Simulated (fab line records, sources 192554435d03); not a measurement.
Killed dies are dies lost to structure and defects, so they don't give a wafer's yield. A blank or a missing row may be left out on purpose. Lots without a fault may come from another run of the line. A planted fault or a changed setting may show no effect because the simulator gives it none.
Which tool did it? | flow n5_finfet | 8 lots, 24 wafers sampled, at 2 steps of a route of 1938

WHAT THE GAUGES READ, wafer by wafer
N5_BEOL_M4_RC_MEAS_101.
lot  | measured     | on        | DIBL_N (mV/V)  | DIBL_P (mV/V)  | IOFF_N (nA/um)    | IOFF_P (nA/um) | ION_N (uA/um) | ION_P (uA/um) | SS_N (mV/dec)  | SS_P (mV/dec)  | VT_N (mV)   | VT_P (mV)
L339 | day 9 04:28  | prober-01 | 33.5 33.3 34.0 | 33.1 32.9 33.4 | 0.131 0.129 0.138 | 0.17 0.17 0.16 | 676 670 675   | 461 453 460   | 71.2 71.2 70.9 | 72.3 73.0 73.1 | 249 251 253 | -254 -255 -254
L342 | day 11 01:00 | prober-01 | 34.3 35.9 33.5 | 35.1 36.5 34.4 | 0.135 0.155 0.131 | 0.20 0.23 0.20 | 681 691 668   | 467 467 469   | 71.2 71.6 71.2 | 73.2 73.7 72.3 | 254 251 252 | -248 -246 -250
L346 | day 11 06:17 | prober-01 | 32.3 35.7 34.8 | 30.9 36.4 34.2 | 0.105 0.159 0.141 | 0.15 0.22 0.19 | 663 677 673   | 458 466 463   | 70.3 71.0 70.4 | 72.7 73.3 73.2 | 255 248 251 | -251 -246 -248
L345 | day 11 08:31 | prober-02 | 35.2 36.0 34.7 | 34.4 35.8 34.0 | 0.143 0.156 0.136 | 0.19 0.21 0.19 | 676 678 671   | 462 466 462   | 71.2 72.0 71.2 | 73.3 74.1 73.2 | 252 249 251 | -253 -250 -253
L352 | day 13 23:33 | prober-02 | 34.6 35.2 35.7 | 33.5 34.0 33.9 | 0.104 0.122 0.121 | 0.17 0.18 0.18 | 647 660 653   | 447 455 454   | 71.2 70.7 70.8 | 73.7 73.1 73.1 | 256 254 256 | -256 -253 -253
L355 | day 14 05:44 | prober-01 | 33.6 36.4 33.3 | 33.2 36.0 32.2 | 0.113 0.156 0.106 | 0.18 0.22 0.16 | 655 676 656   | 462 475 455   | 70.6 71.6 70.8 | 72.5 73.7 71.9 | 253 252 255 | -249 -248 -252
L356 | day 14 18:48 | prober-01 | 34.3 37.4 36.3 | 33.8 38.1 36.9 | 0.121 0.175 0.154 | 0.19 0.26 0.23 | 656 675 674   | 450 472 472   | 71.3 71.4 71.2 | 72.6 73.6 72.7 | 253 249 251 | -251 -247 -250
L357 | day 14 19:01 | prober-02 | 38.4 33.5 35.1 | 38.9 34.8 36.8 | 0.223 0.133 0.157 | 0.25 0.19 0.21 | 674 675 681   | 451 461 466   | 72.7 70.7 70.6 | 74.1 72.9 73.5 | 250 252 248 | -248 -248 -252

N5_BEOL_M8_CD_MEAS_28: target cd 40 nm.
lot  | measured     | on        | cd_nm (nm)
L339 | day 10 19:45 | cd_sem-02 | 40.31 39.87 40.23
L342 | day 12 20:23 | cd_sem-01 | 40.28 40.44 39.97
L346 | day 12 20:29 | cd_sem-01 | 39.99 40.36 39.95
L345 | day 12 20:26 | cd_sem-03 | 39.83 39.83 40.00
L352 | day 15 11:59 | cd_sem-03 | 39.64 40.00 39.79
L355 | day 15 19:45 | cd_sem-01 | 40.10 40.07 40.07
L356 | day 16 17:28 | cd_sem-02 | 39.80 40.05 39.98
L357 | day 16 17:53 | cd_sem-01 | 39.74 40.03 39.97

WHICH TOOL RAN EACH LOT (tool, then ch and the chambers of the sampled wafers, then the start)
The record holds no process step before these readings.

WHAT THE TOOLS THEMSELVES READ (means of the sampled wafers that have a number; where no wafer has one, the mark that the record gives instead)
The record holds no such reading with a usual standard deviation.

THE ANSWER, worked out from the rows above alone
Rule: what is usual is taken from the lots themselves. Put in order of their means at a reading, lots are off if they are a third of the lots or fewer, leave a main group of 4 or more, and stand apart from it by a gap of 3 or more times the standard deviation of the main group's means; of several such gaps the widest counts. A main group whose means are all the same, to the digits that the tables above print for the reading, isn't used. A lot without any number at a reading at which 4 lots or more have one is off too. The other lots that the step has rows for count as sound. The gauges are gone through in route order, then the tools' own readings, and for those a lot's mean is taken as printed above. The first step at which some lot is off is used, and at that step the reading that is off furthest; a lot without a number counts as furthest.
No lot is off at any reading shown: from this, nothing can be told.

WHAT THE SIMULATOR HAD PUT IN
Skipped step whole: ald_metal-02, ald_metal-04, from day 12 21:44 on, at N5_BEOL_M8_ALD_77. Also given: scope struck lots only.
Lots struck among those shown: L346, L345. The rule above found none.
